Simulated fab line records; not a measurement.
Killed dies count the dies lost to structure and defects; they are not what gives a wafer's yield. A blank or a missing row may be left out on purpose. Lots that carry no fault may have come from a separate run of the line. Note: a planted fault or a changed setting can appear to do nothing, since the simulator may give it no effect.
Which tool did it?	flow nand-harc	12 lots with 36 wafers sampled at 6 steps, on a route of 1302 steps

## WHAT EACH GAUGE READ, for each wafer
NHARC_A_M1_INSPECT_11. Usual: raw-defect-count reads 85 (standard deviation 44).
lot	measured	on	raw-defect-count	flag
L589	day 23 07:49	defect-inspect-02	74 70 71	
L592	day 23 19:19	defect-inspect-02	867 893 865	OFF
L591	day 24 02:58	defect-inspect-02	988 977 1006	OFF
L600	day 27 22:31	defect-inspect-01	129 138 141	
L603	day 28 22:55	defect-inspect-02	70 66 49	
L602	day 29 03:25	defect-inspect-02	53 65 64	
L606	day 30 10:56	defect-inspect-01	162 158 161	
L605	day 30 19:28	defect-inspect-02	36 50 44	
L609	day 31 04:25	defect-inspect-02	14 14 18	
L607	day 31 10:22	defect-inspect-02	37 38 45	
L608	day 31 11:01	defect-inspect-02	109 115 120	
L610	day 32 10:34	defect-inspect-01	127 127 124	

NHARC_END_SORT_01. Usual: for defect-limited-yield, 91 % with a standard deviation of 3.5; for killed-at-array, 59 with a standard deviation of 24; for killed-at-other, 0.7 with a standard deviation of 1.2; for killed-at-periphery, 3.5 with a standard deviation of 2.6; for killed-dies, 63 with a standard deviation of 24; for killed-open, 3.2 with a standard deviation of 2.1; for killed-short, 2.4 with a standard deviation of 1.5.
lot	measured	on	defect-limited-yield (%)	killed-at-array	killed-at-other	killed-at-periphery	killed-dies	killed-open	killed-short	flag
L592	day 25 05:32	prober-02	88 82 88	76 116 76	0 0 0	3 3 3	79 119 79	0 2 8	1 7 1	
L591	day 25 17:04	prober-02	79 75 71	139 170 194	0 0 1	2 0 3	141 170 198	4 5 4	1 0 1	OFF
L602	day 30 12:40	prober-02	93 92 94	44 55 41	0 0 0	1 1 2	45 56 43	3 4 2	2 3 2	
L605	day 32 23:23	prober-01	95 93 93	30 43 41	1 0 1	5 2 3	36 45 45	8 1 4	1 2 2	

## EACH LOT AND THE TOOL THAT RAN IT (in order: tool; ch and the chambers of the sampled wafers; start)
lot	NHARC_A_M0_PRE_CLEAN_31	NHARC_A_M1_DEP_00	NHARC_A_M1_STRIP_18	NHARC_A_M1_ETCH_28
L589	pecvd-04 ch 0,1,2, day 23 06:22	pecvd-02 ch 0,1, day 23 06:55	rie-diel-07 ch 0,1,3, day 23 08:20	rie-diel-07 ch 0,1,3, no start
L592	pecvd-02 ch 0,1, day 23 17:52	pecvd-04 ch 0,1,2, day 23 18:24	rie-diel-07 ch 1,2,3, day 23 19:50	rie-diel-07 ch 0,1, day 25 05:32 or earlier
L591	pecvd-02 ch 0,1, day 24 01:32	pecvd-04 ch 0,1,2, day 24 02:01	rie-diel-07 ch 1,2,3, day 24 03:25	rie-diel-07 ch 0,3, day 25 17:04 or earlier
L600	pecvd-04 ch 0,1, day 27 21:12	pecvd-03 ch 1,2, day 27 21:41	rie-diel-07 ch 0,2,3, day 27 22:58	rie-diel-07 ch 1,2,3, no start
L603	pecvd-03 ch 0,1,2, day 28 21:28	pecvd-02 ch 0,2, day 28 22:03	rie-diel-02 ch 0,3, day 28 23:22	rie-diel-02 ch 0,2,3, no start
L602	pecvd-04 ch 0,1,2, day 29 02:06	pecvd-03 ch 0,2, day 29 02:35	rie-diel-04 ch 1,2, day 29 03:52	rie-diel-04 ch 2,3, day 30 12:40 or earlier
L606	pecvd-04 ch 0,1,2, day 30 09:39	pecvd-04 ch 0,1,2, day 30 10:07	rie-diel-07 ch 1,2,3, day 30 11:24	rie-diel-07 ch 0,2,3, no start
L605	pecvd-03 ch 1,2, day 30 18:08	pecvd-02 ch 0,1, day 30 18:43	rie-diel-02 ch 0,1,2, day 30 20:02	rie-diel-02 ch 0,1, day 32 23:23 or earlier
L609	pecvd-02 ch 0,1, day 31 02:58	pecvd-04 ch 0,1,2, day 31 03:27	rie-diel-07 ch 1,2, day 31 04:52	rie-diel-07 ch 1,2, no start
L607	pecvd-04 ch 0,1,2, day 31 08:58	pecvd-04 ch 0,1, day 31 09:28	rie-diel-07 ch 1,3, day 31 10:49	rie-diel-07 ch 0,1, no start
L608	pecvd-04 ch 0,2, day 31 09:43	pecvd-02 ch 0,1,2, day 31 10:13	rie-diel-02 ch 0,1,3, day 31 11:27	rie-diel-02 ch 0,1, no start
L610	pecvd-04 ch 0,1, day 32 09:08	pecvd-04 ch 0,2, day 32 09:39	rie-diel-07 ch 0,1,3, day 32 11:29	rie-diel-07 ch 1,2,3, no start
- NHARC_A_M0_PRE_CLEAN_31: time 12 s.
- NHARC_A_M1_DEP_00: deposits SiOC, target thk 182.5 nm.
- NHARC_A_M1_STRIP_18: strips in N2/H2.
- NHARC_A_M1_ETCH_28: etches the open film in CF4/N2, target depth 30 nm, time 72.99 s.

## AS READ BY THE TOOLS THEMSELVES (means over the sampled wafers that have a number; for cases with no such wafer, the mark the record gives instead)
NHARC_A_M0_PRE_CLEAN_31. Usual: heater-power-w reads 681 W (standard deviation 84).
lot	tool	heater-power-w (W)	flag
L589	pecvd-04	731	
L592	pecvd-02	727	
L591	pecvd-02	710	
L600	pecvd-04	715	
L603	pecvd-03	617	
L602	pecvd-04	715	
L606	pecvd-04	713	
L605	pecvd-03	603	
L609	pecvd-02	683	
L607	pecvd-04	710	
L608	pecvd-04	708	
L610	pecvd-04	730	

NHARC_A_M1_DEP_00. Usual: showerhead-vpp-V reads 1461 V (standard deviation 60).
lot	tool	showerhead-vpp-V (V)	flag
L589	pecvd-02	1507	
L592	pecvd-04	1459	
L591	pecvd-04	1451	
L600	pecvd-03	1394	
L603	pecvd-02	1505	
L602	pecvd-03	1463	
L606	pecvd-04	1462	
L605	pecvd-02	1503	
L609	pecvd-04	1448	
L607	pecvd-04	1490	
L608	pecvd-02	1499	
L610	pecvd-04	1414	

NHARC_A_M1_STRIP_18. Usual: drypump-motor-current-A 5.8 A, standard deviation 0.39; oes-product-au 0.995 a.u., standard deviation 0.0091; rf-vpp-V 90.6 V, standard deviation 0.99; showerhead-plenum-p-Torr 2.02 Torr, standard deviation 0.1; throttle-valve-pct 14.171 %, standard deviation 0.0086.
lot	tool	drypump-motor-current-A (A)	oes-product-au (a.u.)	rf-vpp-V (V)	showerhead-plenum-p-Torr (Torr)	throttle-valve-pct (%)	flag
L589	rie-diel-07	5.8	0.992	90.3	2.01	14.167	
L592	rie-diel-07	6.0	0.996	90.3	2.04	14.178	
L591	rie-diel-07	6.1	0.992	90.7	2.04	14.167	
L600	rie-diel-07	5.6	0.995	90.1	1.95	14.161	
L603	rie-diel-02	5.7	1.008	90.9	1.99	14.170	
L602	rie-diel-04	6.1	1.002	90.9	2.13	14.173	
L606	rie-diel-07	6.0	0.995	91.0	2.04	14.167	
L605	rie-diel-02	5.7	1.001	90.1	2.00	14.174	
L609	rie-diel-07	6.0	0.993	90.1	2.06	14.170	
L607	rie-diel-07	6.0	0.996	90.3	2.01	14.166	
L608	rie-diel-02	5.7	0.999	90.9	2.02	14.171	
L610	rie-diel-07	5.8	0.991	90.8	2.01	14.177	

NHARC_A_M1_ETCH_28. Usual: drypump-motor-current-A 5.9 A, standard deviation 0.4; oes-product-au 0.995 a.u., standard deviation 0.0096; rf-vpp-V 313.9 V, standard deviation 2.1; showerhead-plenum-p-Torr 2.61 Torr, standard deviation 0.12; throttle-valve-pct 19.794 %, standard deviation 0.0086.
lot	tool	drypump-motor-current-A (A)	oes-product-au (a.u.)	rf-vpp-V (V)	showerhead-plenum-p-Torr (Torr)	throttle-valve-pct (%)	flag
L589	rie-diel-07	5.8	0.999	314.0	2.59	19.797	
L592	rie-diel-07	6.1	0.989	315.1	2.69	19.794	
L591	rie-diel-07	5.4	1.004	312.3	2.49	19.784	
L600	rie-diel-07	6.0	1.003	314.2	2.62	19.786	
L603	rie-diel-02	5.7	0.993	313.1	2.55	19.796	
L602	rie-diel-04	6.0	0.994	313.7	2.66	19.790	
L606	rie-diel-07	5.6	0.996	312.3	2.52	19.794	
L605	rie-diel-02	5.7	0.995	315.5	2.63	19.790	
L609	rie-diel-07	6.3	0.990	315.5	2.72	19.791	
L607	rie-diel-07	6.1	0.987	315.0	2.69	19.796	
L608	rie-diel-02	5.7	0.995	314.7	2.63	19.813	
L610	rie-diel-07	6.0	0.994	313.6	2.62	19.792	

## THE ANSWER, worked out from the rows above alone
Rule: a lot counts as off when the mean over its wafers that have a number is more than 3 standard deviations away from the usual mean. Also off: a lot with no number at a reading for which 4 or more lots have one. All remaining lots with rows at the step are treated as sound. The gauges are gone through in route order, then the tools' own readings, and for those a lot's mean is taken as printed above. The first step at which some lot is off is used, and at that step the reading that is off furthest; a lot without a number counts as furthest.
Off at NHARC_A_M1_INSPECT_11 (raw-defect-count): L592, L591.
If a tool, at a process step before that reading, ran all the lots that are off and no sound lot after the first of them, it fits. Gauges at NHARC_A_M1_INSPECT_11: tried the same way as those tools. Of those tried, none fits.

## WHAT HAD BEEN PUT IN BY THE SIMULATOR
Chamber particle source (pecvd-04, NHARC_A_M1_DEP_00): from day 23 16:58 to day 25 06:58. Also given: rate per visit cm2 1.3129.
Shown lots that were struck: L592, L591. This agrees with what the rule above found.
